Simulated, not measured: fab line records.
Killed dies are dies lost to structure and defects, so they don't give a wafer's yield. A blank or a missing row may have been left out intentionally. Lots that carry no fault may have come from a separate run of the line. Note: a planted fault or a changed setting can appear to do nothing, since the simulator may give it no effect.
Which of the tools did it?    flow n5Finfet    11 lots, 28 wafers sampled, at 5 steps of a route of 1938

WHAT THE GAUGES READ, wafer by wafer
N5_BEOL_M1_THK_MEAS_01.
lot   measured      on            M1_ILD_THK (nm)
L260  day 6 19:37   filmMetro-02  79.1 80.7 79.0
L262  day 7 04:58   filmMetro-01  79.9 79.0 80.5
L259  day 7 06:25   filmMetro-01  78.3 78.7 79.9
L267  day 8 03:39   filmMetro-01  78.9 80.2 79.2
L268  day 8 12:08   filmMetro-01  77.4 78.1 78.6
L270  day 9 03:35   filmMetro-02  79.3 60.9
L271  day 9 19:43   filmMetro-01  77.1 60.8
L275  day 10 04:28  filmMetro-01  75.5 61.3
L279  day 11 13:41  filmMetro-01  79.3 78.8
L280  day 11 18:06  filmMetro-02  79.3 79.0 79.1
L282  day 12 02:35  filmMetro-01  77.2 79.2

WHICH TOOL RAN EACH LOT (tool, then ch and the chambers of the sampled wafers, then the start)
lot   N5_BEOL_M0_SPUTTER_134       N5_BEOL_M0_ANNEAL_135        N5_BEOL_M0_ANNEAL_119            N5_BEOL_M1_ILD_DEP_00
L260  pvdSputter-01, day 6 18:18   pvdSputter-01, day 6 18:23   rtpAnneal-02 ch 0, day 6 18:37   pecvd-01 ch 0,1,2, day 6 19:33
L262  pvdSputter-02, day 7 02:56   pvdSputter-02, day 7 03:01   rtpAnneal-01 ch 0, day 7 04:01   pecvd-01 ch 0,1, day 7 04:53
L259  pvdSputter-02, day 7 05:06   pvdSputter-02, day 7 05:11   rtpAnneal-01 ch 0, day 7 05:28   pecvd-03 ch 0,1, day 7 06:21
L267  pvdSputter-01, day 8 02:20   pvdSputter-01, day 8 02:25   rtpAnneal-01 ch 0, day 8 02:40   pecvd-03 ch 0,2, day 8 03:35
L268  pvdSputter-01, day 8 10:49   pvdSputter-01, day 8 10:54   rtpAnneal-01 ch 0, day 8 11:08   pecvd-03 ch 0,1, day 8 12:04
L270  pvdSputter-01, day 9 02:03   pvdSputter-01, day 9 02:08   rtpAnneal-01 ch 0, day 9 02:28   pecvd-03 ch 0,2, day 9 03:31
L271  pvdSputter-01, day 9 18:20   pvdSputter-01, day 9 18:25   rtpAnneal-01 ch 0, day 9 18:42   pecvd-03 ch 0,1, day 9 19:40
L275  pvdSputter-03, day 10 02:52  pvdSputter-03, day 10 02:57  rtpAnneal-02 ch 0, day 10 03:14  pecvd-03 ch 0,1, day 10 04:23
L279  pvdSputter-01, day 11 12:23  pvdSputter-01, day 11 12:28  rtpAnneal-02 ch 0, day 11 12:50  pecvd-02 ch 0,1, day 11 13:38
L280  pvdSputter-03, day 11 16:48  pvdSputter-03, day 11 16:53  rtpAnneal-02 ch 0, day 11 17:15  pecvd-02 ch 0,1,2, day 11 18:02
L282  pvdSputter-03, day 12 01:18  pvdSputter-03, day 12 01:23  rtpAnneal-02 ch 0, day 12 01:37  pecvd-02 ch 0,1, day 12 02:32
- N5_BEOL_M0_SPUTTER_134: material Cu, target thk 4 nm, time 7.37 s.
- N5_BEOL_M0_ANNEAL_135: time 60 s.
- N5_BEOL_M0_ANNEAL_119: time 90 s.
- N5_BEOL_M1_ILD_DEP_00: deposits SiOC from DEMS/O2, target thk 79 nm, time 15.3 s.

THE ANSWER, worked out from the rows above alone
Rule: what is usual is taken from the lots themselves. Put in order of their means at a reading, lots are off if they are a third of the lots or fewer, leave a main group of 4 or more, and stand apart from it by a gap of 3 or more times the standard deviation of the main group's means; of several such gaps the widest counts. Not used: any main group whose means are identical at the precision the tables above print for the reading. A lot without any number at a reading at which 4 lots or more have one is off too. All remaining lots with rows at the step are treated as sound.
Off: L270, L271, L275, seen at N5_BEOL_M1_THK_MEAS_01 (M1_ILD_THK). The main group: mean 79.0 nm, standard deviation 0.59.
A tool fits if, at a process step before that reading, it ran every lot that is off, and no sound lot after the first of them. Those tools and the gauges at N5_BEOL_M1_THK_MEAS_01 are tried in the same way. One candidate fits, namely pecvd-03 at N5_BEOL_M1_ILD_DEP_00. A fault onset in the window from L268 (day 8 12:04, its last sound lot) to L270 (day 9 03:31, its first lot off) fits.

WHAT THE SIMULATOR HAD PUT IN
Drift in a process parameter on pecvd-03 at N5_BEOL_M1_ILD_DEP_00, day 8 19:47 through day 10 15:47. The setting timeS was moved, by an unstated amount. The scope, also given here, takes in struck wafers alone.
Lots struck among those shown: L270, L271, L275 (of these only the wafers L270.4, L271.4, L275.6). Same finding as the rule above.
